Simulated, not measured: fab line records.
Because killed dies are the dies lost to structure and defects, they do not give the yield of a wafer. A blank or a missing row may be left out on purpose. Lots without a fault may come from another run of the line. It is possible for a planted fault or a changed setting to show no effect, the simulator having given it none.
Matching of chambers	flow nand-harc	NHARC_A_BLC_STRIP_21 on rie-diel-13: 4 sister chambers
The step strips in O2. 22 wafers are shown with their chamber, then 11 later ones without.

WAFERS PAIRED WITH THEIR CHAMBERS
wafer	chamber	showerhead-plenum-p-Torr (Torr)	drypump-motor-current-A (A)	throttle-valve-pct (%)
L077.3	2	3.54	5.9	17.039
L077.5	1	3.65	5.2	17.039
L077.6	2	3.54	5.9	17.030
L079.1	0	3.36	6.0	17.028
L079.3	1	3.65	5.3	17.040
L079.6	1	3.65	5.3	17.047
L081.1	2	3.53	5.9	17.049
L081.4	2	3.53	5.9	17.030
L081.6	3	3.31	5.2	17.044
L084.1	2	3.53	5.9	17.028
L084.2	0	3.35	6.0	17.026
L084.4	1	3.65	5.2	17.034
L085.2	2	3.53	5.9	17.049
L085.4	1	3.64	5.3	17.064
L085.6	1	3.64	5.3	17.044
L086.1	2	3.53	5.9	17.036
L086.2	3	3.31	5.2	17.051
L086.6	3	3.31	5.2	17.037
L087.1	2	3.53	5.9	17.034
L087.2	1	3.64	5.3	17.025
L087.5	0	3.35	6.0	17.028
L090.1	0	3.35	6.0	17.034

SIGNATURES, as means of the wafers listed above
reading	chamber 0	chamber 1	chamber 2	chamber 3	scatter within a chamber
showerhead-plenum-p-Torr	3.3525	3.6457	3.5325	3.3100	0.00469
drypump-motor-current-A	6.000	5.271	5.900	5.200	0.0282
throttle-valve-pct	17.02900	17.04186	17.03688	17.04400	0.00911
Rule: for each reading, subtract the chamber's mean from the wafer's reading, divide by that reading's scatter and square the result; add these up over the readings and take the root, which gives the wafer's distance from the chamber. If the next closest chamber is less than 2 further off than the closest, the wafer can't be placed; otherwise it belongs to the closest. The scatter is the square root of a quotient: the sum, over the shown wafers, of each reading's squared deviation from its chamber's mean, divided by wafers minus chambers.

WAFERS WHOSE CHAMBER IS MISSING
wafer	showerhead-plenum-p-Torr (Torr)	drypump-motor-current-A (A)	throttle-valve-pct (%)
L090.2	3.64	5.3	17.047
L090.5	3.53	5.9	17.044
L091.1	3.53	5.9	17.026
L091.5	3.35	6.0	17.038
L091.6	3.53	5.9	17.037
L095.2	3.64	5.3	17.035
L095.3	3.35	6.0	17.035
L095.6	3.30	5.2	17.034
L097.1	3.35	6.0	17.039
L097.3	3.53	5.9	17.040
L097.6	3.35	6.0	17.029

WHICH CHAMBER EACH ONE RAN IN
wafer	from the rows above	in truth
L090.2	1	1
L090.5	2	2
L091.1	2	2
L091.5	0	0
L091.6	2	2
L095.2	1	1
L095.3	0	0
L095.6	3	3
L097.1	0	0
L097.3	2	2
L097.6	0	0
Placed correctly: 11 of 11. Not placeable from these rows: 0. 0 placed wrongly.
